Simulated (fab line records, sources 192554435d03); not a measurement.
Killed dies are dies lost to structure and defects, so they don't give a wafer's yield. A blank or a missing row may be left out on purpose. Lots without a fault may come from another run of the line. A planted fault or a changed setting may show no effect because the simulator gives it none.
Chamber matching | flow n5_finfet | N5_BEOL_M12_ETCH_38 on rie_diel-05: 4 sister chambers
The step etches SiCN in CF4/N2, target depth 68.7 nm, time 73.4 s. 4 wafers are shown with their chamber, then 8 later ones without.

WAFERS WITH THEIR CHAMBER
wafer  | chamber | showerhead_plenum_p_Torr (Torr)
L083.4 | 0       | 2.23
L086.3 | 3       | 2.26
L086.5 | 1       | 2.33
L088.2 | 2       | 2.24

WAFERS WITHOUT THEIR CHAMBER
wafer  | showerhead_plenum_p_Torr (Torr)
L088.5 | 2.33
L088.6 | 2.23
L095.4 | 2.24
L095.5 | 2.25
L095.6 | 2.23
L094.1 | 2.22
L094.5 | 2.32
L094.6 | 2.24

WHICH CHAMBER EACH WENT THROUGH
wafer  | from the rows above          | in truth
L088.5 | 1                            | 1
L088.6 | can't be placed: 0 or 2      | 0
L095.4 | can't be placed: 2 or 0      | 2
L095.5 | can't be placed: 2 or 3 or 0 | 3
L095.6 | can't be placed: 0 or 2      | 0
L094.1 | can't be placed: 0 or 2      | 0
L094.5 | 1                            | 1
L094.6 | can't be placed: 2 or 0      | 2
Placed correctly: 2 of 8. Can't be placed from these rows: 6 (the true chamber is among the candidates in 6). Placed wrongly: 0.
How it was worked out, from the rows above alone: a wafer's distance from a chamber is the root of the sum, over the readings, of the square of ((its reading less the chamber's mean) divided by the reading's scatter). The wafer belongs to the nearest chamber; if the next one is less than 2 further off, it can't be placed. A chamber's mean is the mean of its shown wafers. The scatter: with one shown wafer a chamber, the root of the mean of the squares of how far each hidden wafer lies from its nearest shown one.
